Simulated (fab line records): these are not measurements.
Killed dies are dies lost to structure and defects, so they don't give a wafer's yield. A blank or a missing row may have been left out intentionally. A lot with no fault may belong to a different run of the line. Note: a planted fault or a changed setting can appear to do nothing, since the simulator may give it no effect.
Chamber matching :: flow nand_harc :: 3 sister chambers for NHARC_P_M1_DEP_33 on pecvd-02
The step deposits SiCN, target thk 30 nm. 6 wafers are shown with their chamber, then 12 later ones without.

## WAFERS, EACH WITH ITS CHAMBER
wafer: L085.4
chamber: 2
heater_power_outer_w (W): 280
heater_power_w (W): 569

wafer: L087.2
chamber: 0
heater_power_outer_w (W): 329
heater_power_w (W): 609

wafer: L087.5
chamber: 2
heater_power_outer_w (W): 260
heater_power_w (W): 529

wafer: L086.1
chamber: 0
heater_power_outer_w (W): 296
heater_power_w (W): 589

wafer: L086.3
chamber: 1
heater_power_outer_w (W): 344
heater_power_w (W): 618

wafer: L086.6
chamber: 1
heater_power_outer_w (W): 350
heater_power_w (W): 603

## WAFERS MISSING THEIR CHAMBER
wafer: L092.1
heater_power_outer_w (W): 284
heater_power_w (W): 560

wafer: L092.3
heater_power_outer_w (W): 243
heater_power_w (W): 501

wafer: L092.4
heater_power_outer_w (W): 291
heater_power_w (W): 556

wafer: L094.1
heater_power_outer_w (W): 410
heater_power_w (W): 692

wafer: L094.2
heater_power_outer_w (W): 287
heater_power_w (W): 590

wafer: L094.4
heater_power_outer_w (W): 415
heater_power_w (W): 693

wafer: L096.2
heater_power_outer_w (W): 420
heater_power_w (W): 682

wafer: L096.5
heater_power_outer_w (W): 363
heater_power_w (W): 632

wafer: L096.6
heater_power_outer_w (W): 264
heater_power_w (W): 521

wafer: L097.2
heater_power_outer_w (W): 352
heater_power_w (W): 609

wafer: L097.4
heater_power_outer_w (W): 345
heater_power_w (W): 627

wafer: L097.5
heater_power_outer_w (W): 357
heater_power_w (W): 602

## THE CHAMBER EACH PASSED THROUGH
wafer: L092.1
from the rows above: can't be placed: 2 or 0
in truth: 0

wafer: L092.3
from the rows above: 2
in truth: 2

wafer: L092.4
from the rows above: can't be placed: 2 or 0
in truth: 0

wafer: L094.1
from the rows above: 1
in truth: 1

wafer: L094.2
from the rows above: can't be placed: 0 or 2
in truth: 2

wafer: L094.4
from the rows above: 1
in truth: 1

wafer: L096.2
from the rows above: 1
in truth: 1

wafer: L096.5
from the rows above: 1
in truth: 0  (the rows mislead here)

wafer: L096.6
from the rows above: 2
in truth: 2

wafer: L097.2
from the rows above: 1
in truth: 1

wafer: L097.4
from the rows above: can't be placed: 1 or 0
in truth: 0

wafer: L097.5
from the rows above: 1
in truth: 1
7 of 12 placed correctly. Unplaceable from these rows: 4, with the true chamber sitting among the candidates in 4. Placed wrongly: 1.
How it was worked out, from the rows above alone: a wafer's distance from a chamber is the root of the sum, over the readings, of the square of ((its reading less the chamber's mean) divided by the reading's scatter). If the next closest chamber is less than 2 further off than the closest, the wafer can't be placed; otherwise it belongs to the closest. The mean given for a chamber averages the wafers shown for that chamber. How the scatter is found: for the shown wafers, subtract from each reading the mean of its chamber, square and add these, divide the total by (wafers less chambers), then take the root.
